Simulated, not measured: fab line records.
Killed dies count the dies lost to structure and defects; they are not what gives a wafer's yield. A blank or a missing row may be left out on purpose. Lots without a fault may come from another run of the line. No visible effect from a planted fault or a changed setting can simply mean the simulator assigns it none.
Comparing a struck lot with a sound one -- flow n5 finfet -- 16 steps out of a route of 1938
Sound: these wafers, L249.1, L249.4, L249.6. The struck wafers were L255.2, L255.3, L255.4. The cause is given at the end.
For every step that has rows: the tool of each side, followed by ch and its chambers, followed by its first start. Under that, the readings that differ: sound wafers -- struck wafers -- difference of the means -- sigmas: that difference in standard deviations of wafers without a fault.
alike: readings whose means differ by less than 2 such deviations, and words and numbers that are the same on both sides. not compared: withheld readings, readings that some wafer has no value for, bounds like >300 that may hide the same value, and numbers for which the record gives no deviation and whose values overlap.
The two part at a step that has a row with sigmas, a row that says differs or no value, or rows on one side only. Numbers that don't overlap but have no deviation are shown without sigmas and don't part them. A reading missing from all wafers of one side parts the sides only when that side holds two or more wafers.

N5_DUMMY_GATE_ETCH_23: etches poly-Si in HBr/Cl2/O2, target depth 41 nm, time 22.3 s.
  sound on rie si-06 ch 0,3, day 5 13:20; struck on rie si-06 ch 0,1,2, day 7 00:16
  alike: HBr_flow_sccm, drypump motor current A, oes product au, throttle valve pct
  not compared: rf hours counter h
N5_DUMMY_GATE_ETCH_44: etches poly-Si in HBr/O2, stops on SiO2, target depth 127.5 nm.
  sound on rie si-06 ch 0,3, day 5 13:23; struck on rie si-06 ch 0,1,2, day 7 00:19
reading,sound,struck,difference,sigmas
throttle valve pct (%),18.38 18.51 18.51,18.76 18.93 18.50,+0.26,+2
  alike: HBr_flow_sccm, drypump motor current A, oes product au
  not compared: rf hours counter h
N5_DUMMY_GATE_CD_MEAS_24: target cd 15 nm.
  struck on cd sem-02, day 7 00:26; sound on cd sem-01, day 5 13:30
  alike: cd nm
N5_DUMMY_GATE_ETCH_42: etches SiO2 in CHF3/O2, target depth 3.5 nm, time 31 s.
  sound on rie diel-05 ch 0,3, day 5 13:33; struck on rie diel-02 ch 0,1,3, day 7 00:29
  alike: drypump motor current A, oes product au, rf vpp V, showerhead plenum p Torr, throttle valve pct
  not compared: rf hours counter h
N5_DUMMY_GATE_STRIP_48: strips in N2/H2, time 20 s.
  sound on rie diel-05 ch 0,3, day 5 13:35; struck on rie diel-02 ch 0,1,3, day 7 00:32
  alike: bias power w, drypump motor current A, h2 flow sccm, oes product au, rf vpp V, showerhead plenum p Torr, throttle valve pct
  not compared: rf hours counter h
then, 5 steps without rows for these wafers: N5_DUMMY_GATE_PRECLEAN_33 (cleans in dHF, time 10 s); N5_DUMMY_GATE_PRECLEAN_25 (cleans in O3/DIW, time 45 s); N5_DUMMY_GATE_PRECLEAN_51 (cleans in SC2, time 45 s); N5_DUMMY_GATE_SRD_26 (time 30 s); N5_DUMMY_GATE_UV_OZONE_45 (time 120 s).
N5_DUMMY_GATE_INSPECT_27: inspects for defects (brightfield).
  struck on defect inspect-01, day 7 00:43; sound on defect inspect-01, day 5 13:47
  alike: raw defect count
N5_SPACER0_ALD_07: deposits SiNx, target thk 2 nm.
  sound on ald sin-04 ch 1,2, day 5 14:11; struck on ald sin-04 ch 1,2,3, day 7 00:45
  alike: chamber pressure Torr, heater power outer w, heater power w
N5_SPACER0_ALD_00: deposits SiOCN, target thk 3.5 nm, pulse time 3 s, purge time 2 s.
  sound on ald sin-04 ch 1,2, day 5 14:20; struck on ald sin-04 ch 1,2,3, day 7 00:55
  no value came back on the struck wafers for ald cycles, chamber pressure Torr (Torr), heater power w (W), precursor pulse height rel; on the sound wafers ald cycles reads 58 58 58
then, 1 step without rows for these wafers: N5_SPACER0_ALD_08 (deposits SiNx, target thk 2 nm).
N5_BEOL_M4_RC_MEAS_101:
  the record has rows for the sound wafers here (prober-02 ch 0, day 11 23:44) and none for the struck ones
N5_PASSIVATION_PROBE_49:
  sound wafers here have rows in the record (prober-01, day 16 07:25); struck ones have none

== WHERE THEY PART ==
First at N5_DUMMY_GATE_ETCH_44; last, within this record, at N5_PASSIVATION_PROBE_49.

WHY: the cause the simulator had injected
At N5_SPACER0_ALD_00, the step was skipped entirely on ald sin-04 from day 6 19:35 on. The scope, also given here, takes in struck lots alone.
